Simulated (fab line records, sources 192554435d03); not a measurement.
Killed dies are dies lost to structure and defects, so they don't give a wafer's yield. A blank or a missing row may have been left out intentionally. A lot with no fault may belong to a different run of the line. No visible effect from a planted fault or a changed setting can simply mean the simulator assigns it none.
Split-lot study ; flow n5 finfet ; 21 wafers read from 7 lots, route of 1938 steps

ON THE SPLIT
At N5_BEOL_M3_COAT_05 (resist thk 30 nm), the setting spin rpm was moved away from the recipe's 1500 rpm on 4 of the 21 wafers read, by -6.5% to +9.3%. For the rest of the wafers, this setting stayed at what the recipe calls for.

The reading comes from the split's own step.

THE READING
CAR-EUV_of_BEOL_M3_COAT_05.thk nm (the simulator's own value, which no gauge read), in nm, at N5_BEOL_M3_COAT_05 (resist thk 30 nm). No usual value for it is given in the file. The 17 wafers here that ran the recipe average 30.0 nm, standard deviation 0.1 nm.

wafer;tool, chamber at the split;spin rpm as run, rpm;against the recipe;CAR-EUV_of_BEOL_M3_COAT_05.thk nm, nm;against lot-mates on the recipe
L075.2;litho track-03, 0;1500;recipe;30;-
L075.3;litho track-03, 0;1500;recipe;30;-
L075.4;litho track-03, 0;1500;recipe;30;-
L077.4;litho track-03, 0;1500;recipe;30;-
L077.6;litho track-03, 0;1500;recipe;30;-
L077.5;litho track-03, 0;1500;recipe;29.8;-
L079.4;litho track-03, 0;1579;+5.3%;29.4;-0.6
L079.5;litho track-03, 0;1500;recipe;30;-
L079.6;litho track-03, 0;1500;recipe;30;-
L085.2;litho track-03, 0;1500;recipe;30;-
L085.4;litho track-03, 0;1500;recipe;30.2;-
L085.6;litho track-03, 0;1500;recipe;30.2;-
L086.2;litho track-04, 0;1500;recipe;30.2;-
L086.4;litho track-04, 0;1500;recipe;30.2;-
L086.5;litho track-04, 0;1552;+3.5%;29.6;-0.6
L088.2;litho track-05, 0;1500;recipe;30;-
L088.6;litho track-05, 0;1500;recipe;30;-
L088.5;litho track-05, 0;1402;-6.5%;31.2;+1.2
L097.1;litho track-05, 0;1500;recipe;30;-
L097.3;litho track-05, 0;1500;recipe;30;-
L097.6;litho track-05, 0;1639;+9.3%;28.8;-1.2

FIT RESULTS
A straight line over all 21 wafers: CAR-EUV_of_BEOL_M3_COAT_05.thk nm changes by -0.144 nm for each +1% of spin rpm; r = -0.97; the points scatter about the line by 0.11 nm.
The same after taking each lot's own level away (the mean of its wafers on the recipe; 21 wafers): -0.145 nm for each +1%; r = -0.98; scatter 0.093 nm.
According to that fit, moving spin rpm by its largest amount changes the reading by 1.3 nm.
From 29.93 to 30.20 nm: that is the span of the lots' own levels, equal to 2.6 times the standard deviation above.
Hence the lot-to-lot level has little effect on the slope; both slopes agree.
Check: -1.46 nm against its lot-mates is what the line predicts for one of the wafers moved furthest among these (+9.3%) when that wafer is left out of the fit. It came out at -1.2 nm against them.

FURTHER SPLITS ON THESE WAFERS
Before the reading, these wafers also passed through other splits. Each is held against what the fit with the lots' levels taken away leaves over:
other split on the same wafers;wafers away from the commonest value;r with CAR-EUV_of_BEOL_M3_COAT_05.thk nm (lot level and that fit taken away)
N5_BEOL_M1_TRENCH_ETCH_37 time s;10;+0.05

THE FILE'S OWN FIT
CAR-EUV_of_BEOL_M3_COAT_05.thk nm changes by -0.144 nm for each +1% of spin rpm, r = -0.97.
